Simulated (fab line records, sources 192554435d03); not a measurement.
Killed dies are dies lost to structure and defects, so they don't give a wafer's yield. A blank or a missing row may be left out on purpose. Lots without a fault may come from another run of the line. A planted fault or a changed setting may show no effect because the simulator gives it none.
Chamber matching | flow n5_finfet | N5_FIN_SAQP_ETCH_57 on rie_diel-06: 4 sister chambers
The step etches SiNx in CH3F/O2, target depth 32.5 nm, time 46.4 s. 16 wafers are shown with their chamber, then 8 later ones without.

WAFERS WITH THEIR CHAMBER
wafer  | chamber | drypump_motor_current_A (A) | throttle_valve_pct (%) | showerhead_plenum_p_Torr (Torr)
L074.2 | 2       | 5.4                         | 16.51                  | 1.92
L074.3 | 3       | 6.7                         | 16.59                  | 1.97
L074.4 | 1       | 4.8                         | 16.24                  | 1.95
L075.1 | 2       | 5.4                         | 16.52                  | 1.92
L075.3 | 1       | 4.8                         | 16.25                  | 1.95
L075.5 | 3       | 6.7                         | 16.60                  | 1.97
L076.1 | 1       | 4.8                         | 16.24                  | 1.95
L076.2 | 2       | 5.4                         | 16.54                  | 1.92
L076.5 | 0       | 5.2                         | 16.24                  | 1.97
L077.1 | 3       | 6.7                         | 16.60                  | 1.97
L077.2 | 1       | 4.9                         | 16.25                  | 1.95
L077.3 | 0       | 5.2                         | 16.23                  | 1.97
L086.1 | 2       | 5.3                         | 16.55                  | 1.91
L086.3 | 0       | 5.2                         | 16.30                  | 1.97
L086.4 | 1       | 4.9                         | 16.29                  | 1.94
L087.2 | 3       | 6.7                         | 16.64                  | 1.96

SIGNATURES (means of the wafers above)
reading                  | chamber 0 | chamber 1 | chamber 2 | chamber 3 | scatter within a chamber
drypump_motor_current_A  | 5.200     | 4.840     | 5.375     | 6.700     | 0.0403
throttle_valve_pct       | 16.2567   | 16.2540   | 16.5300   | 16.6075   | 0.0243
showerhead_plenum_p_Torr | 1.9700    | 1.9480    | 1.9175    | 1.9675    | 0.00438
Rule: a wafer's distance from a chamber is the root of the sum, over the readings, of the square of ((its reading less the chamber's mean) divided by the reading's scatter). The wafer belongs to the nearest chamber; if the next one is less than 2 further off, it can't be placed. The scatter: the root of (the sum of the squares of (reading less its chamber's mean) over the shown wafers, divided by (wafers less chambers)).

WAFERS WITHOUT THEIR CHAMBER
wafer  | drypump_motor_current_A (A) | throttle_valve_pct (%) | showerhead_plenum_p_Torr (Torr)
L087.3 | 5.2                         | 16.27                  | 1.97
L087.4 | 5.4                         | 16.56                  | 1.91
L094.1 | 5.3                         | 16.58                  | 1.90
L094.2 | 5.2                         | 16.30                  | 1.96
L094.5 | 4.8                         | 16.33                  | 1.94
L095.2 | 5.4                         | 16.59                  | 1.90
L095.3 | 5.2                         | 16.31                  | 1.96
L095.5 | 5.2                         | 16.30                  | 1.96

WHICH CHAMBER EACH WENT THROUGH
wafer  | from the rows above | in truth
L087.3 | 0                   | 0
L087.4 | 2                   | 2
L094.1 | 2                   | 2
L094.2 | 0                   | 0
L094.5 | 1                   | 1
L095.2 | 2                   | 2
L095.3 | 0                   | 0
L095.5 | 0                   | 0
Placed correctly: 8 of 8. Can't be placed from these rows: 0. Placed wrongly: 0.
